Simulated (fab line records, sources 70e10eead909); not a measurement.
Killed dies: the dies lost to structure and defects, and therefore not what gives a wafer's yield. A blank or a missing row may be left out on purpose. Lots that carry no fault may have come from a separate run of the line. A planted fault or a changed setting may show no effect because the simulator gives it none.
8D (eight disciplines) problem report, filled in by code || flow nand-harc || the parts of the form that need people (team, actions taken, sign-off) are left out

== 1. THE PROBLEM ==
killed-at-array at NHARC_END_SORT_01 reads a mean of 672 on 2 wafers of 1 lot; wafers without a fault read 52 with a standard deviation of 20. That is +31 standard deviations from the usual mean.
The first sign was on wafer L740.1 at day 28 16:55, on prober-01. At this step, 5 wafers from 2 lots have a number in the record. Rule for "out" (also "out of limits"): further than 4 standard deviations from the usual mean. The rest of the wafers with a number are treated as sound.

== 2. WHAT IT IS, AND WHAT IT ISN'T ==
{"question": "which readings at this step", "is": "killed-at-array, killed-dies", "is not": "killed-at-periphery, killed-open, killed-short"}
{"question": "which lots", "is": "L740", "is not": "L738"}
{"question": "which wafers of those lots", "is": "all that have a number", "is not": "-"}
{"question": "read on which gauges", "is": "prober-01", "is not": "prober-02"}
{"question": "when", "is": "from day 28 16:55", "is not": "up to then (3 sound wafers)"}

== 3. THE SUSPECTS, EACH WITH WHAT RULES IT OUT ==
Counting: a tool at any process step up to the reading remains a suspect when it ran all the lots that are out and ran no sound lot after the first of those.
- the gauge at NHARC_END_SORT_01: ruled out. All the wafers that are out were read on prober-01, but those of them that NHARC_A_CONTACT_ETCH_49 has rows for are out there too, on other tools.
- rie-diel-09 at NHARC_A_CONTACT_DESCUM_47 (chemistry O2, time 3 s): kept. It ran the lot that is out, L740 (day 25 20:31), and no sound lot after that; its last sound lot up to then is L738 (day 24 10:19).
- rie-diel-09 at NHARC_A_CONTACT_ETCH_48 (etches the open film in CF4, target depth 39 nm, time 65 s): kept. It ran the lot that is out, L740 (day 25 20:37), and no sound lot after that; its last sound lot up to then is L738 (day 24 10:24).
- rie-diel-09 at NHARC_A_CONTACT_ETCH_49 (etches the open film in N2/H2, target depth 260 nm, time 475.3 s): kept. It ran the lot that is out, L740 (day 25 20:43), and no sound lot after that; its last sound lot up to then is L738 (day 24 10:29). Its own readings are out on those wafers: run-length-s.
- rie-diel-09 at NHARC_A_CONTACT_ETCH_50 (etches the open film in CF4/CHF3, target depth 121 nm, time 60.5 s): kept. It ran the lot that is out, L740 (day 28 16:55), and no sound lot after that; its last sound lot up to then is L738 (day 27 09:27). NHARC_A_CONTACT_ETCH_50: start missing for some lots; hours and lot order therefore follow NHARC_END_SORT_01.
Left after counting: rie-diel-09 at NHARC_A_CONTACT_DESCUM_47, rie-diel-09 at NHARC_A_CONTACT_ETCH_48, rie-diel-09 at NHARC_A_CONTACT_ETCH_49, rie-diel-09 at NHARC_A_CONTACT_ETCH_50.

== 4. THE CAUSE (what the simulator had put in) ==
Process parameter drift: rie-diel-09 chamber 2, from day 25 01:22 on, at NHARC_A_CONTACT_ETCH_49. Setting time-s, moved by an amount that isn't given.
After counting, 4 suspects remain, this tool included.

== 5. SEQUENCE OF EFFECTS, ordered by route ==
Each row: a reading where the mean over the struck wafers with a number is more than 3 standard deviations away from the usual. Readings are gone through only where the record gives a usual standard deviation; hours: the median, over the lots, of the time from a lot's start at the first step in this table giving one to that lot's start at this step; sigmas: the change measured in usual standard deviations.
{"hours": 0, "step": "NHARC_A_CONTACT_ETCH_49", "reading": "run-length-s", "usual": "496.4 s", "on struck wafers": 271.4, "change": -225.0, "sigmas": "-99 or more"}
{"hours": 68, "step": "NHARC_END_SORT_01", "reading": "killed-at-array", "usual": 52, "on struck wafers": 672, "change": "+620", "sigmas": "+31"}
{"hours": 68, "step": "NHARC_END_SORT_01", "reading": "killed-dies", "usual": 57, "on struck wafers": 677, "change": "+620", "sigmas": "+31"}
Process steps it contains:
- NHARC_A_CONTACT_ETCH_49: etches the open film in N2/H2, target depth 260 nm, time 475.3 s.

== 6. HOW IT WOULD HAVE BEEN CAUGHT EARLIER ==
88 hours passed between the start of the fault at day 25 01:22 and the first reading out of limits at a measuring or inspecting step in this record, taken at day 28 16:55.
Tool's own readings at NHARC_A_CONTACT_ETCH_49, run-length-s: out on all struck wafers the step has rows for; an alarm limit on them would have tripped on the first.
Each of the lots that are out, 1 in all, had begun NHARC_A_CONTACT_ETCH_49 on rie-diel-09 no later than day 28 16:55. None of them would have been spared by holding the tool at that moment.
